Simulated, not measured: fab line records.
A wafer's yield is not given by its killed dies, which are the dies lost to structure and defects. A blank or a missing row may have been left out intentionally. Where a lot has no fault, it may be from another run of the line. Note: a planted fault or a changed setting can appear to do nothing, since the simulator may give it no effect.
Which tool did it? / flow nand harc / Sampling: 11 lots, 33 wafers, 6 of 1302 route steps

WHAT THE GAUGES SHOWED, per wafer
NHARC_P_GATE_CD_MEAS_11 targets a cd of 1640 nm.
lot=L257; measured=day 4 20:40; on=cd sem-03; cd nm (nm)=1642.5 1638.5 1639.6
lot=L259; measured=day 5 17:21; on=cd sem-02; cd nm (nm)=1640.9 1641.0 1643.0
lot=L264; measured=day 7 23:25; on=cd sem-03; cd nm (nm)=- - -
lot=L266; measured=day 8 17:58; on=cd sem-01; cd nm (nm)=1639.3 1639.8 1637.6
lot=L271; measured=day 10 15:08; on=cd sem-02; cd nm (nm)=1638.5 1640.5 1639.8
lot=L272; measured=day 10 23:18; on=cd sem-03; cd nm (nm)=1641.4 1640.4 1639.6
lot=L273; measured=day 11 13:01; on=cd sem-01; cd nm (nm)=1639.5 1639.9 1639.3
lot=L274; measured=day 11 18:51; on=cd sem-03; cd nm (nm)=1640.4 1640.0 1639.2
lot=L275; measured=day 12 07:15; on=cd sem-03; cd nm (nm)=1639.3 1637.2 1639.9
lot=L278; measured=day 13 15:46; on=cd sem-02; cd nm (nm)=1642.1 1639.1 1639.3
lot=L279; measured=day 14 07:08; on=cd sem-01; cd nm (nm)=1641.5 1638.5 1640.4

NHARC_END_SORT_01.
lot=L264; measured=day 27 23:51; on=prober-02; killed at array=40 27 44; killed at other=0 0 1; killed at periphery=637 650 632; killed dies=677 677 677; killed open=1 2 2; killed short=2 3 3

WHICH TOOL RAN EACH LOT (tool, then ch and the chambers of the sampled wafers, then the start)
lot=L257; NHARC_P_ZERO_WELL_DESCUM_26=rie diel-04 ch 1,2,3, day 2 08:30; NHARC_P_STI_DESCUM_14=rie diel-07 ch 0,1,2, day 3 08:26; NHARC_P_GATE_EXPOSE_08=krf scanner-04 ch 0, day 4 20:31; NHARC_P_GATE_STRIP_108=rie diel-08 ch 1,2, day 5 12:37
lot=L259; NHARC_P_ZERO_WELL_DESCUM_26=rie diel-11 ch 0,1, day 3 04:43; NHARC_P_STI_DESCUM_14=rie diel-10 ch 0,1,3, day 4 03:25; NHARC_P_GATE_EXPOSE_08=krf scanner-03 ch 0, day 5 17:11; NHARC_P_GATE_STRIP_108=rie diel-03 ch 0,1,2, day 6 08:07
lot=L264; NHARC_P_ZERO_WELL_DESCUM_26=rie diel-13 ch 0,2,3, day 5 09:28; NHARC_P_STI_DESCUM_14=rie diel-06 ch 2,3, day 6 08:48; NHARC_P_GATE_EXPOSE_08=krf scanner-02 ch 0, day 7 23:16; NHARC_P_GATE_STRIP_108=rie diel-08 ch 0,3, day 8 16:56
lot=L266; NHARC_P_ZERO_WELL_DESCUM_26=rie diel-13 ch 1,2,3, day 6 02:46; NHARC_P_STI_DESCUM_14=rie diel-06 ch 0,3, day 7 03:57; NHARC_P_GATE_EXPOSE_08=krf scanner-02 ch 0, day 8 17:50; NHARC_P_GATE_STRIP_108=rie diel-03 ch 0,2,3, day 9 12:31
lot=L271; NHARC_P_ZERO_WELL_DESCUM_26=rie diel-04 ch 0,3, day 8 05:01; NHARC_P_STI_DESCUM_14=rie diel-10 ch 0,2,3, day 9 03:43; NHARC_P_GATE_EXPOSE_08=krf scanner-02 ch 0, day 10 14:59; NHARC_P_GATE_STRIP_108=rie diel-03 ch 1,3, day 11 08:50
lot=L272; NHARC_P_ZERO_WELL_DESCUM_26=rie diel-13 ch 1,2,3, day 8 15:08; NHARC_P_STI_DESCUM_14=rie diel-06 ch 1,2, day 9 12:41; NHARC_P_GATE_EXPOSE_08=krf scanner-04 ch 0, day 10 23:09; NHARC_P_GATE_STRIP_108=rie diel-03 ch 0,1,2, day 11 20:35
lot=L273; NHARC_P_ZERO_WELL_DESCUM_26=rie diel-04 ch 0,1, day 9 00:41; NHARC_P_STI_DESCUM_14=rie diel-10 ch 0,1, day 9 23:03; NHARC_P_GATE_EXPOSE_08=krf scanner-04 ch 0, day 11 12:52; NHARC_P_GATE_STRIP_108=rie diel-03 ch 1,2, day 12 07:49
lot=L274; NHARC_P_ZERO_WELL_DESCUM_26=rie diel-13 ch 1,3, day 9 10:40; NHARC_P_STI_DESCUM_14=rie diel-06 ch 0,1, day 10 08:54; NHARC_P_GATE_EXPOSE_08=krf scanner-04 ch 0, day 11 18:41; NHARC_P_GATE_STRIP_108=rie diel-03 ch 0,1, day 12 12:27
lot=L275; NHARC_P_ZERO_WELL_DESCUM_26=rie diel-04 ch 0,2,3, day 9 20:49; NHARC_P_STI_DESCUM_14=rie diel-10 ch 1,2,3, day 10 17:33; NHARC_P_GATE_EXPOSE_08=krf scanner-03 ch 0, day 12 07:06; NHARC_P_GATE_STRIP_108=rie diel-08 ch 0,1,2, day 12 23:41
lot=L278; NHARC_P_ZERO_WELL_DESCUM_26=rie diel-11 ch 1,2,3, day 11 02:37; NHARC_P_STI_DESCUM_14=rie diel-06 ch 0,1,3, day 12 03:25; NHARC_P_GATE_EXPOSE_08=krf scanner-02 ch 0, day 13 15:37; NHARC_P_GATE_STRIP_108=rie diel-01 ch 1,2,3, day 14 09:01
lot=L279; NHARC_P_ZERO_WELL_DESCUM_26=rie diel-13 ch 0,1,3, day 11 12:41; NHARC_P_STI_DESCUM_14=rie diel-06 ch 0,1, day 12 14:16; NHARC_P_GATE_EXPOSE_08=krf scanner-02 ch 0, day 14 06:59; NHARC_P_GATE_STRIP_108=rie diel-03 ch 1,2, day 15 01:12
- NHARC_P_ZERO_WELL_DESCUM_26: chemistry O2, time 3 s.
- NHARC_P_STI_DESCUM_14: chemistry O2, time 3 s.
- NHARC_P_GATE_EXPOSE_08: exposes mask P HV.
- NHARC_P_GATE_STRIP_108: strips in O2.

WHAT THE TOOLS THEMSELVES READ (means of the sampled wafers that have a number; where no wafer has one, the mark that the record gives instead)
NHARC_P_ZERO_WELL_DESCUM_26.
lot=L257; tool=rie diel-04; chamber pressure mTorr (mTorr)=59.97; drypump motor current A (A)=5.2; oes product au (a.u.)=1.003; rf vpp V (V)=56.7; showerhead plenum p Torr (Torr)=1.89; throttle valve pct (%)=11.308
lot=L259; tool=rie diel-11; chamber pressure mTorr (mTorr)=60.02; drypump motor current A (A)=5.7; oes product au (a.u.)=0.990; rf vpp V (V)=57.3; showerhead plenum p Torr (Torr)=1.83; throttle valve pct (%)=11.320
lot=L264; tool=rie diel-13; chamber pressure mTorr (mTorr)=59.98; drypump motor current A (A)=6.0; oes product au (a.u.)=1.005; rf vpp V (V)=57.4; showerhead plenum p Torr (Torr)=1.91; throttle valve pct (%)=11.311
lot=L266; tool=rie diel-13; chamber pressure mTorr (mTorr)=59.97; drypump motor current A (A)=5.7; oes product au (a.u.)=1.012; rf vpp V (V)=57.6; showerhead plenum p Torr (Torr)=1.86; throttle valve pct (%)=11.310
lot=L271; tool=rie diel-04; chamber pressure mTorr (mTorr)=60.02; drypump motor current A (A)=5.6; oes product au (a.u.)=1.000; rf vpp V (V)=58.4; showerhead plenum p Torr (Torr)=1.87; throttle valve pct (%)=11.313
lot=L272; tool=rie diel-13; chamber pressure mTorr (mTorr)=60.02; drypump motor current A (A)=5.7; oes product au (a.u.)=0.999; rf vpp V (V)=59.0; showerhead plenum p Torr (Torr)=1.96; throttle valve pct (%)=11.317
lot=L273; tool=rie diel-04; chamber pressure mTorr (mTorr)=60.07; drypump motor current A (A)=5.9; oes product au (a.u.)=0.988; rf vpp V (V)=58.9; showerhead plenum p Torr (Torr)=1.97; throttle valve pct (%)=11.304
lot=L274; tool=rie diel-13; chamber pressure mTorr (mTorr)=60.01; drypump motor current A (A)=6.0; oes product au (a.u.)=1.013; rf vpp V (V)=57.6; showerhead plenum p Torr (Torr)=1.88; throttle valve pct (%)=11.315
lot=L275; tool=rie diel-04; chamber pressure mTorr (mTorr)=60.02; drypump motor current A (A)=5.6; oes product au (a.u.)=0.995; rf vpp V (V)=57.6; showerhead plenum p Torr (Torr)=1.86; throttle valve pct (%)=11.296
lot=L278; tool=rie diel-11; chamber pressure mTorr (mTorr)=60.01; drypump motor current A (A)=5.6; oes product au (a.u.)=0.989; rf vpp V (V)=57.6; showerhead plenum p Torr (Torr)=1.99; throttle valve pct (%)=11.310
lot=L279; tool=rie diel-13; chamber pressure mTorr (mTorr)=60.02; drypump motor current A (A)=5.9; oes product au (a.u.)=0.995; rf vpp V (V)=57.6; showerhead plenum p Torr (Torr)=1.93; throttle valve pct (%)=11.316

NHARC_P_STI_DESCUM_14.
lot=L257; tool=rie diel-07; chamber pressure mTorr (mTorr)=59.97; drypump motor current A (A)=5.6; oes product au (a.u.)=1.004; rf vpp V (V)=58.9; showerhead plenum p Torr (Torr)=2.00; throttle valve pct (%)=11.306
lot=L259; tool=rie diel-10; chamber pressure mTorr (mTorr)=59.99; drypump motor current A (A)=5.9; oes product au (a.u.)=0.998; rf vpp V (V)=57.2; showerhead plenum p Torr (Torr)=1.90; throttle valve pct (%)=11.321
lot=L264; tool=rie diel-06; chamber pressure mTorr (mTorr)=60.02; drypump motor current A (A)=5.4; oes product au (a.u.)=1.006; rf vpp V (V)=58.2; showerhead plenum p Torr (Torr)=1.98; throttle valve pct (%)=11.306
lot=L266; tool=rie diel-06; chamber pressure mTorr (mTorr)=60.06; drypump motor current A (A)=6.0; oes product au (a.u.)=1.000; rf vpp V (V)=58.5; showerhead plenum p Torr (Torr)=1.97; throttle valve pct (%)=11.313
lot=L271; tool=rie diel-10; chamber pressure mTorr (mTorr)=59.97; drypump motor current A (A)=5.8; oes product au (a.u.)=0.995; rf vpp V (V)=58.3; showerhead plenum p Torr (Torr)=1.96; throttle valve pct (%)=11.306
lot=L272; tool=rie diel-06; chamber pressure mTorr (mTorr)=59.98; drypump motor current A (A)=5.5; oes product au (a.u.)=0.998; rf vpp V (V)=58.0; showerhead plenum p Torr (Torr)=1.99; throttle valve pct (%)=11.307
lot=L273; tool=rie diel-10; chamber pressure mTorr (mTorr)=60.00; drypump motor current A (A)=6.1; oes product au (a.u.)=0.989; rf vpp V (V)=57.0; showerhead plenum p Torr (Torr)=1.81; throttle valve pct (%)=11.314
lot=L274; tool=rie diel-06; chamber pressure mTorr (mTorr)=59.99; drypump motor current A (A)=6.2; oes product au (a.u.)=1.005; rf vpp V (V)=57.4; showerhead plenum p Torr (Torr)=1.98; throttle valve pct (%)=11.299
lot=L275; tool=rie diel-10; chamber pressure mTorr (mTorr)=60.00; drypump motor current A (A)=5.6; oes product au (a.u.)=0.999; rf vpp V (V)=57.7; showerhead plenum p Torr (Torr)=1.93; throttle valve pct (%)=11.308
lot=L278; tool=rie diel-06; chamber pressure mTorr (mTorr)=60.03; drypump motor current A (A)=6.1; oes product au (a.u.)=1.004; rf vpp V (V)=58.0; showerhead plenum p Torr (Torr)=1.98; throttle valve pct (%)=11.312
lot=L279; tool=rie diel-06; chamber pressure mTorr (mTorr)=59.98; drypump motor current A (A)=6.2; oes product au (a.u.)=0.996; rf vpp V (V)=58.3; showerhead plenum p Torr (Torr)=1.98; throttle valve pct (%)=11.306

NHARC_P_GATE_STRIP_108.
lot=L257; tool=rie diel-08; chamber pressure mTorr (mTorr)=59.99; drypump motor current A (A)=5.2; oes product au (a.u.)=0.995; rf vpp V (V)=57.9; showerhead plenum p Torr (Torr)=3.58; throttle valve pct (%)=17.024
lot=L259; tool=rie diel-03; chamber pressure mTorr (mTorr)=60.04; drypump motor current A (A)=5.8; oes product au (a.u.)=0.998; rf vpp V (V)=57.7; showerhead plenum p Torr (Torr)=3.63; throttle valve pct (%)=17.032
lot=L264; tool=rie diel-08; chamber pressure mTorr (mTorr)=59.97; drypump motor current A (A)=5.8; oes product au (a.u.)=1.017; rf vpp V (V)=58.6; showerhead plenum p Torr (Torr)=3.59; throttle valve pct (%)=17.037
lot=L266; tool=rie diel-03; chamber pressure mTorr (mTorr)=59.98; drypump motor current A (A)=5.8; oes product au (a.u.)=1.002; rf vpp V (V)=57.7; showerhead plenum p Torr (Torr)=3.57; throttle valve pct (%)=17.039
lot=L271; tool=rie diel-03; chamber pressure mTorr (mTorr)=59.97; drypump motor current A (A)=5.9; oes product au (a.u.)=0.994; rf vpp V (V)=56.7; showerhead plenum p Torr (Torr)=3.62; throttle valve pct (%)=17.036
lot=L272; tool=rie diel-03; chamber pressure mTorr (mTorr)=60.05; drypump motor current A (A)=5.8; oes product au (a.u.)=0.996; rf vpp V (V)=57.6; showerhead plenum p Torr (Torr)=3.63; throttle valve pct (%)=17.034
lot=L273; tool=rie diel-03; chamber pressure mTorr (mTorr)=59.97; drypump motor current A (A)=6.0; oes product au (a.u.)=0.998; rf vpp V (V)=59.2; showerhead plenum p Torr (Torr)=3.71; throttle valve pct (%)=17.044
lot=L274; tool=rie diel-03; chamber pressure mTorr (mTorr)=60.00; drypump motor current A (A)=5.8; oes product au (a.u.)=0.998; rf vpp V (V)=57.7; showerhead plenum p Torr (Torr)=3.60; throttle valve pct (%)=17.032
lot=L275; tool=rie diel-08; chamber pressure mTorr (mTorr)=59.99; drypump motor current A (A)=5.3; oes product au (a.u.)=1.008; rf vpp V (V)=57.6; showerhead plenum p Torr (Torr)=3.46; throttle valve pct (%)=17.035
lot=L278; tool=rie diel-01; chamber pressure mTorr (mTorr)=60.02; drypump motor current A (A)=5.6; oes product au (a.u.)=1.004; rf vpp V (V)=59.0; showerhead plenum p Torr (Torr)=3.55; throttle valve pct (%)=17.046
lot=L279; tool=rie diel-03; chamber pressure mTorr (mTorr)=60.00; drypump motor current A (A)=6.1; oes product au (a.u.)=0.996; rf vpp V (V)=59.0; showerhead plenum p Torr (Torr)=3.75; throttle valve pct (%)=17.030

THE ANSWER, worked out from the rows above alone
Rule: the usual values come from the lots themselves. Put in order of their means at a reading, lots are off if they are a third of the lots or fewer, leave a main group of 4 or more, and stand apart from it by a gap of 3 or more times the standard deviation of the main group's means; of several such gaps the widest counts. Not used: any main group whose means are identical at the precision the tables above print for the reading. A lot without any number at a reading at which 4 lots or more have one is off too. The other lots that the step has rows for count as sound. First the gauges in route order, then the tools' own readings, where a lot's mean is used as printed above. At the first step where some lot is off, the reading lying furthest off is the one used; lots without a number count as furthest.
Off, at NHARC_P_GATE_CD_MEAS_11 on cd nm: L264. Without a number there: L264. Main group: mean 1639.9 nm, sd 0.77.
A tool fits if, at a process step before that reading, it ran every lot that is off, and no sound lot after the first of them. The gauges at NHARC_P_GATE_CD_MEAS_11 are tried like those tools. None of those tried fits.

WHAT WAS PUT IN BY THE SIMULATOR
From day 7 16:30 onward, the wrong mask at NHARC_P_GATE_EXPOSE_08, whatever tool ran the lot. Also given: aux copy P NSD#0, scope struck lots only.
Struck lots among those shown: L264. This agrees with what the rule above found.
